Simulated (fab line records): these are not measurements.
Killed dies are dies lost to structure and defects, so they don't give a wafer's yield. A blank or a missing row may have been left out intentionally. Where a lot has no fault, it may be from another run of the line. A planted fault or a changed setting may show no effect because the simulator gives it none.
Matching of chambers    flow nandHarc    NHARC_A_STAIRCASE_DESCUM_186 on rieDiel-08: 4 sister chambers
The step chemistry O2, time 3 s. 8 wafers are shown with their chamber, then 7 later ones without.

WAFERS PAIRED WITH THEIR CHAMBERS
wafer   chamber  drypumpMotorCurrentA (A)  oesProductAu (a.u.)
L075.3  3        6.3                       0.983
L078.2  0        4.8                       1.006
L078.5  0        4.9                       0.996
L079.3  3        6.3                       0.987
L084.3  1        6.5                       1.002
L084.6  1        6.5                       1.005
L091.1  2        5.5                       0.996
L091.5  2        5.5                       0.988

WAFERS WITHOUT THEIR CHAMBER
wafer   drypumpMotorCurrentA (A)  oesProductAu (a.u.)
L091.6  6.3                       0.981
L090.1  6.5                       1.004
L090.2  6.2                       0.983
L090.3  4.8                       1.006
L094.1  6.3                       0.971
L094.3  6.5                       1.011
L094.4  5.5                       1.012

THE CHAMBER EACH PASSED THROUGH
wafer   from the rows above  in truth
L091.6  3                    3
L090.1  1                    1
L090.2  3                    3
L090.3  0                    0
L094.1  3                    3
L094.3  1                    1
L094.4  2                    2
7 of 7 placed correctly. Left unplaced by these rows: 0. 0 placed wrongly.
How it was worked out, from the rows above alone: a wafer's distance from a chamber is the root of the sum, over the readings, of the square of ((its reading less the chamber's mean) divided by the reading's scatter). The wafer belongs to the nearest chamber; if the next one is less than 2 further off, it can't be placed. The mean given for a chamber averages the wafers shown for that chamber. The scatter is the square root of a quotient: the sum, over the shown wafers, of each reading's squared deviation from its chamber's mean, divided by wafers minus chambers.
